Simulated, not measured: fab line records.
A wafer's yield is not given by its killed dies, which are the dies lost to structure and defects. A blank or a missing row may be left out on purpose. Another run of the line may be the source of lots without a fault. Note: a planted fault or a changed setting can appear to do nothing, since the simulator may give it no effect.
Matching of chambers :: flow n5Finfet :: N5_SD_EPI_P_ETCH_36 on rieDiel-03 has 4 sister chambers
The step etches SiARC in CF4, target depth 45.5 nm, time 75.8 s. 4 wafers are shown with their chamber, then 11 later ones without.

## EACH WAFER AND ITS CHAMBER
wafer: L079.4
chamber: 2
drypumpMotorCurrentA (A): 5.5

wafer: L092.1
chamber: 0
drypumpMotorCurrentA (A): 5.4

wafer: L092.2
chamber: 3
drypumpMotorCurrentA (A): 5.2

wafer: L093.1
chamber: 1
drypumpMotorCurrentA (A): 6.2

## WAFERS WHOSE CHAMBER IS MISSING
wafer: L093.2
drypumpMotorCurrentA (A): 5.5

wafer: L093.3
drypumpMotorCurrentA (A): 5.3

wafer: L093.4
drypumpMotorCurrentA (A): 5.2

wafer: L093.5
drypumpMotorCurrentA (A): 5.5

wafer: L093.6
drypumpMotorCurrentA (A): 5.2

wafer: L094.1
drypumpMotorCurrentA (A): 5.2

wafer: L094.2
drypumpMotorCurrentA (A): 6.2

wafer: L094.3
drypumpMotorCurrentA (A): 5.5

wafer: L094.4
drypumpMotorCurrentA (A): 5.4

wafer: L094.5
drypumpMotorCurrentA (A): 5.6

wafer: L094.6
drypumpMotorCurrentA (A): 6.2

## WHICH CHAMBER EACH WENT THROUGH
wafer: L093.2
from the rows above: 2
in truth: 2

wafer: L093.3
from the rows above: can't be placed: 3 or 0
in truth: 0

wafer: L093.4
from the rows above: 3
in truth: 3

wafer: L093.5
from the rows above: 2
in truth: 2

wafer: L093.6
from the rows above: 3
in truth: 3

wafer: L094.1
from the rows above: 3
in truth: 3

wafer: L094.2
from the rows above: 1
in truth: 1

wafer: L094.3
from the rows above: 2
in truth: 2

wafer: L094.4
from the rows above: 0
in truth: 0

wafer: L094.5
from the rows above: 2
in truth: 2

wafer: L094.6
from the rows above: 1
in truth: 1
10 of 11 placed correctly. Cannot be placed on the basis of these rows: 1; the candidates contain the true chamber in 1. Placed wrongly: 0.
How it was worked out, from the rows above alone: a wafer's distance from a chamber is the root of the sum, over the readings, of the square of ((its reading less the chamber's mean) divided by the reading's scatter). If the next closest chamber is less than 2 further off than the closest, the wafer can't be placed; otherwise it belongs to the closest. A chamber's mean is the mean of its shown wafers. The scatter (one wafer shown for each chamber): square how far every hidden wafer sits from the nearest shown wafer, average those squares and take the square root.
